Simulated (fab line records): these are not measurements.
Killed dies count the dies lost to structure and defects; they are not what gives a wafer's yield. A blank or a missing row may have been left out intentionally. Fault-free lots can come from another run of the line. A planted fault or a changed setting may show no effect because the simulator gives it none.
Chamber matching + flow nand_harc + NHARC_A_STAIRCASE_DESCUM_252 on rie_diel-13 has 4 sister chambers
The step chemistry O2, time 3 s. 22 wafers are shown with their chamber, then 11 later ones without.

## EACH WAFER AND ITS CHAMBER
| wafer  | chamber | showerhead_plenum_p_Torr (Torr) | rf_vpp_V (V) | oes_product_au (a.u.) |
|--------|---------|---------------------------------|--------------|-----------------------|
| L074.1 | 3       | 1.78                            | 57.6         | 1.014                 |
| L074.3 | 0       | 1.91                            | 56.5         | 1.003                 |
| L074.6 | 0       | 1.91                            | 56.5         | 1.006                 |
| L074.2 | 2       | 1.98                            | 58.5         | 1.002                 |
| L074.4 | 1       | 2.06                            | 58.5         | 0.993                 |
| L074.5 | 1       | 2.06                            | 59.5         | 0.987                 |
| L075.2 | 1       | 2.06                            | 57.3         | 1.003                 |
| L075.3 | 2       | 1.98                            | 59.0         | 0.996                 |
| L075.5 | 2       | 1.98                            | 57.8         | 1.007                 |
| L076.1 | 1       | 2.06                            | 58.8         | 0.998                 |
| L076.2 | 0       | 1.91                            | 58.8         | 1.004                 |
| L076.4 | 3       | 1.78                            | 56.8         | 1.014                 |
| L077.2 | 1       | 2.06                            | 59.8         | 0.995                 |
| L077.4 | 3       | 1.78                            | 57.2         | 1.004                 |
| L077.6 | 0       | 1.91                            | 56.8         | 1.017                 |
| L078.2 | 1       | 2.05                            | 57.6         | 0.984                 |
| L078.3 | 3       | 1.78                            | 55.9         | 1.009                 |
| L078.6 | 1       | 2.05                            | 58.8         | 0.981                 |
| L083.1 | 3       | 1.77                            | 56.8         | 1.006                 |
| L083.4 | 1       | 2.05                            | 60.0         | 0.988                 |
| L083.6 | 3       | 1.77                            | 58.0         | 0.990                 |
| L083.2 | 2       | 1.97                            | 58.1         | 0.987                 |

SIGNATURES (means of the wafers above)
| reading                  | chamber 0 | chamber 1 | chamber 2 | chamber 3 | scatter within a chamber |
|--------------------------|-----------|-----------|-----------|-----------|--------------------------|
| showerhead_plenum_p_Torr | 1.9100    | 2.0562    | 1.9775    | 1.7767    | 0.00469                  |
| rf_vpp_V                 | 57.150    | 58.788    | 58.350    | 57.050    | 0.878                    |
| oes_product_au           | 1.00750   | 0.99113   | 0.99800   | 1.00617   | 0.00793                  |
Rule: for a wafer and a chamber, the distance is found by dividing, reading by reading, the gap between the wafer's reading and the chamber's mean by the reading's scatter, squaring, summing and taking the root. The wafer belongs to the nearest chamber; if the next one is less than 2 further off, it can't be placed. The scatter is the square root of a quotient: the sum, over the shown wafers, of each reading's squared deviation from its chamber's mean, divided by wafers minus chambers.

## WAFERS WITHOUT THEIR CHAMBER
| wafer  | showerhead_plenum_p_Torr (Torr) | rf_vpp_V (V) | oes_product_au (a.u.) |
|--------|---------------------------------|--------------|-----------------------|
| L083.3 | 1.90                            | 57.9         | 1.003                 |
| L083.5 | 1.90                            | 58.3         | 0.993                 |
| L087.3 | 1.90                            | 58.0         | 0.997                 |
| L087.5 | 1.77                            | 56.9         | 1.009                 |
| L087.6 | 1.96                            | 57.0         | 0.995                 |
| L086.2 | 1.96                            | 59.0         | 1.001                 |
| L086.3 | 1.77                            | 55.9         | 1.007                 |
| L086.6 | 1.90                            | 57.3         | 1.005                 |
| L088.3 | 1.96                            | 56.9         | 1.007                 |
| L088.4 | 2.05                            | 58.5         | 0.987                 |
| L088.6 | 2.05                            | 58.3         | 0.980                 |

## WHICH CHAMBER EACH WENT THROUGH
| wafer  | from the rows above | in truth |
|--------|---------------------|----------|
| L083.3 | 0                   | 0        |
| L083.5 | 0                   | 0        |
| L087.3 | 0                   | 0        |
| L087.5 | 3                   | 3        |
| L087.6 | 2                   | 2        |
| L086.2 | 2                   | 2        |
| L086.3 | 3                   | 3        |
| L086.6 | 0                   | 0        |
| L088.3 | 2                   | 2        |
| L088.4 | 1                   | 1        |
| L088.6 | 1                   | 1        |
Correct placement for 11 of the 11. Number that these rows cannot place: 0. Number placed wrongly: 0.
